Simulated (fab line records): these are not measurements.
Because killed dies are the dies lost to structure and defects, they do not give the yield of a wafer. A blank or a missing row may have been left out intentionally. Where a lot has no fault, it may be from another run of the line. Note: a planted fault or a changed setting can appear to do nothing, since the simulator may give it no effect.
Which of the tools did it? / flow nand_harc / 18 wafers from 6 lots sampled at 4 of the route's 1159 steps

== WHAT THE GAUGES READ, wafer by wafer ==
NHARC_A_ONON_D1_THK_MEAS_14: measures by ellipsometry.
lot=L525; measured=day 8 16:24; on=film_metro-02; thk_nm (nm)=987 988 988
lot=L526; measured=day 8 21:43; on=film_metro-02; thk_nm (nm)=1009 1008 1009
lot=L529; measured=day 9 21:40; on=film_metro-01; thk_nm (nm)=993 994 993
lot=L534; measured=day 10 21:37; on=film_metro-01; thk_nm (nm)=996 996 995
lot=L537; measured=day 11 17:57; on=film_metro-01; thk_nm (nm)=1000 997 1000
lot=L543; measured=day 12 18:59; on=film_metro-01; thk_nm (nm)=1569 1570 1572

== WHICH TOOL RAN EACH LOT (tool, then ch and the chambers of the sampled wafers, then the start) ==
lot=L525; NHARC_P_BONDPAD_ETCH_12=rie_diel-12 ch 0,2,3, day 7 11:28 or earlier; NHARC_P_BONDPAD_ACTIVATE_29=rie_diel-04 ch 2,3, day 7 11:32; NHARC_A_ONON_D1_DEP_12=pecvd_onon-02 ch 0, day 8 16:00
lot=L526; NHARC_P_BONDPAD_ETCH_12=rie_diel-04 ch 1,2,3, day 7 17:48 or earlier; NHARC_P_BONDPAD_ACTIVATE_29=rie_diel-04 ch 0,2,3, day 7 17:53; NHARC_A_ONON_D1_DEP_12=pecvd_onon-04 ch 0, day 8 21:16
lot=L529; NHARC_P_BONDPAD_ETCH_12=rie_diel-04 ch 0,2,3, day 8 19:32 or earlier; NHARC_P_BONDPAD_ACTIVATE_29=rie_diel-10 ch 0,2, day 8 19:36; NHARC_A_ONON_D1_DEP_12=pecvd_onon-03 ch 0, day 9 21:13
lot=L534; NHARC_P_BONDPAD_ETCH_12=rie_diel-04 ch 0,2,3, day 9 18:11 or earlier; NHARC_P_BONDPAD_ACTIVATE_29=rie_diel-04 ch 0,1,2, day 9 18:15; NHARC_A_ONON_D1_DEP_12=pecvd_onon-03 ch 0, day 10 21:10
lot=L537; NHARC_P_BONDPAD_ETCH_12=rie_diel-04 ch 0,1,3, day 10 16:28 or earlier; NHARC_P_BONDPAD_ACTIVATE_29=rie_diel-04 ch 0,1, day 10 16:32; NHARC_A_ONON_D1_DEP_12=pecvd_onon-04 ch 0, day 11 17:26
lot=L543; NHARC_P_BONDPAD_ETCH_12=rie_diel-04 ch 0,1,3, day 11 17:16 or earlier; NHARC_P_BONDPAD_ACTIVATE_29=rie_diel-04 ch 1,2,3, day 11 17:19; NHARC_A_ONON_D1_DEP_12=pecvd_onon-04 ch 0, day 12 18:28
- NHARC_P_BONDPAD_ETCH_12: etches the open film in CHF3/O2, target depth 200 nm, time 100 s.
- NHARC_P_BONDPAD_ACTIVATE_29: chemistry N2, time 60 s.
- NHARC_A_ONON_D1_DEP_12: target thk 1000 nm.

== THE ANSWER, worked out from the rows above alone ==
Rule: what is usual is taken from the lots themselves. The widest of any qualifying gaps counts: lots, ordered by their means at a reading, are off when they make up no more than a third of the lots, leave a main group of 4 or more, and stand apart from it by 3 or more times the standard deviation of that group's means. A main group whose means are all the same, to the digits that the tables above print for the reading, isn't used. A lot without any number at a reading at which 4 lots or more have one is off too. Where the step has rows for the other lots, those lots are counted as sound.
Off: L543 (NHARC_A_ONON_D1_THK_MEAS_14, thk_nm). The main group has a mean of 997 nm with a standard deviation of 7.
If a tool, at a process step before that reading, ran all the lots that are off and no sound lot after the first of them, it fits. The gauges at NHARC_A_ONON_D1_THK_MEAS_14 are tried like those tools. NHARC_P_BONDPAD_ETCH_12: start missing for some lots; hours and lot order therefore follow NHARC_P_BONDPAD_INSPECT_23. Can't be told from this: 3 tools fit, rie_diel-04 at NHARC_P_BONDPAD_ETCH_12 and NHARC_P_BONDPAD_ACTIVATE_29, pecvd_onon-04 at NHARC_A_ONON_D1_DEP_12, film_metro-01 at NHARC_A_ONON_D1_THK_MEAS_14.

== WHAT THE SIMULATOR HAD PUT IN ==
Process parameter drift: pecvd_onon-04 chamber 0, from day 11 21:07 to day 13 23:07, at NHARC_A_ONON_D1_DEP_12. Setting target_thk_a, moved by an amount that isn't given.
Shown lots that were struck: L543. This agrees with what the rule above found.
